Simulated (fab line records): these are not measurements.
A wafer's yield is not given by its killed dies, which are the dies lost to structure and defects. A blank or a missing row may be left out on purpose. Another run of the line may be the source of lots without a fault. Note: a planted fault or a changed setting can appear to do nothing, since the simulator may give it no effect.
Struck lot and sound lot, side by side | flow n5 finfet | 17 out of 1938 route steps
Sound: these wafers, L216.1, L216.4, L216.5. Wafers struck: L235.1, L235.4, L235.5. The cause is named last.
For every step that has rows: the tool of each side, followed by ch and its chambers, followed by its first start. Under that, the readings that differ: sound wafers | struck wafers | difference of the means | sigmas: that difference in standard deviations of wafers without a fault.
alike: a reading whose means differ by less than 2 such deviations, as well as words and numbers matching on both sides. not compared: withheld readings; readings where some wafer has no value; bounds like >300 that might hide an equal value; numbers whose values overlap and for which the record gives no deviation.
A row with sigmas, a row that says differs or no value, or rows on one side alone: a step with any of these is where the two part. Numbers that don't overlap but have no deviation are shown without sigmas and don't part them. A reading that every wafer of one side lacks parts them only if that side has two wafers or more.

first, 2 steps without rows for these wafers: N5_DUMMY_GATE_ETCH_29 (etches underlayer in N2/H2, target depth 13 nm); N5_DUMMY_GATE_ETCH_36 (etches SiARC in CF4, target depth 13 nm).
N5_DUMMY_GATE_ETCH_37: etches SOC in N2/H2, target depth 60 nm, overetch 30 nm.
  sound on rie diel-01 ch 0,1,3, day 3 18:48; struck on rie diel-03 ch 1,2, day 8 12:05
  alike: drypump motor current A, n2 flow sccm, oes product au, rf vpp V, showerhead plenum p Torr, throttle valve pct
  not compared: rf hours counter h
then, 3 steps without rows for these wafers: N5_DUMMY_GATE_STRIP_38 (strips in N2/H2); N5_DUMMY_GATE_STRIP_39 (strips in N2/H2); N5_DUMMY_GATE_TRIM_49 (chemistry O2, time 29 s, target cd 14 nm).
N5_DUMMY_GATE_STRIP_40: strips in CF4.
  sound on rie diel-03 ch 1,2, day 3 18:59; struck on rie diel-01 ch 2,3, day 8 12:17
  alike: drypump motor current A, oes product au, rf vpp V, showerhead plenum p Torr, throttle valve pct
  not compared: rf hours counter h
N5_DUMMY_GATE_CD_MEAS_50: the cd target is 14 nm.
  sound on cd sem-03 at day 3 19:02; struck on cd sem-01 at day 8 12:20
  alike: cd nm
N5_DUMMY_GATE_ETCH_31: etches SiO2 in C4F6/O2, target depth 82.5 nm, time 27.5 s.
  sound on rie diel-03 ch 1,2,3, day 3 19:05; struck on rie diel-06 ch 1,3, day 8 12:23
  alike: drypump motor current A, oes product au, rf vpp V, showerhead plenum p Torr, throttle valve pct
  not compared: rf hours counter h
then, 1 step without rows for these wafers: N5_DUMMY_GATE_STRIP_41 (strips in O2).
N5_DUMMY_GATE_HM_OPEN_21: chemistry CH3F/O2, target SiNx, target depth 120 nm, time 171.4 s.
  sound on rie diel-03 ch 1,2,3, day 3 19:10; struck on rie diel-06 ch 1,3, day 8 12:28
  alike: drypump motor current A, oes product au, rf vpp V, showerhead plenum p Torr, throttle valve pct
  not compared: rf hours counter h
N5_DUMMY_GATE_ETCH_32: etches SiO2 in CF4, target depth 3.5 nm, time 3.9 s.
  sound on rie si-03 ch 0,1,3, day 3 19:20; struck on rie si-03 ch 2,3, day 8 12:38
  alike: drypump motor current A, oes product au, throttle valve pct
  not compared: rf hours counter h
N5_DUMMY_GATE_ETCH_23: etches poly-Si in HBr/Cl2/O2, target depth 41 nm, time 22.3 s.
  sound on rie si-03 ch 0,1,3, day 3 19:22; struck on rie si-03 ch 1,3, day 8 12:40
  reading                                       | sound             | struck            | difference | sigmas
  oes product au (a.u.)                         | 0.988 0.993 0.972 | 1.441 1.441 1.414 | +0.448     | +25
  model.etch.depth nm (nm)                      | 40.07 40.71 41.35 | 67.17 66.97 64.9  | +25.64     |
  model.SiO2_of_DUMMY_GATE_PECVD_30.thk nm (nm) | 38.2 39.4 40.4    | 35.8 37.4 37.6    | -2.4       |
  alike: drypump motor current A, throttle valve pct
  not compared: rf hours counter h
N5_DUMMY_GATE_ETCH_44: etches poly-Si in HBr/O2, stops on SiO2, target depth 127.5 nm.
  sound on rie si-03 ch 0,1,3, day 3 19:25; struck on rie si-03 ch 1,3, day 8 12:43
  reading                                       | sound          | struck         | difference | sigmas
  model.SiO2_of_DUMMY_GATE_PECVD_30.thk nm (nm) | 37.2 38.4 39.4 | 34.8 36.2 36.6 | -2.5       |
  alike: drypump motor current A, oes product au, throttle valve pct
  not compared: rf hours counter h
N5_DUMMY_GATE_CD_MEAS_24: the cd target is 15 nm.
  sound on cd sem-02 at day 3 19:32; struck on cd sem-01 at day 8 12:50
  alike: cd nm
-- the record jumps here: 6 days lie between the struck wafers' starts before and after (it left off in module DUMMY_GATE and takes up again in module BEOL_M4, whose first step shown is number 1111 of the route) --
N5_BEOL_M4_RC_MEAS_101:
  sound on prober-02 ch 0, day 9 21:05; struck on prober-02 ch 0, day 14 07:40
  alike: DIBL_N, DIBL_P, IOFF_N, IOFF_P, ION_N, ION_P, SS_N, SS_P, VT_N, VT_P
next, for these wafers, 1 step has no rows: N5_PASSIVATION_PROBE_49.

== WHERE THEY PART ==
Only at N5_DUMMY_GATE_ETCH_23, as far as this record shows. Later steps at which nothing parts them and some readings are alike: N5_DUMMY_GATE_ETCH_44, N5_DUMMY_GATE_CD_MEAS_24, N5_BEOL_M4_RC_MEAS_101.

WHY: the cause the simulator had injected
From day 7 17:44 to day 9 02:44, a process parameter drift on rie si-03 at N5_DUMMY_GATE_ETCH_23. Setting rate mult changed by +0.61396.
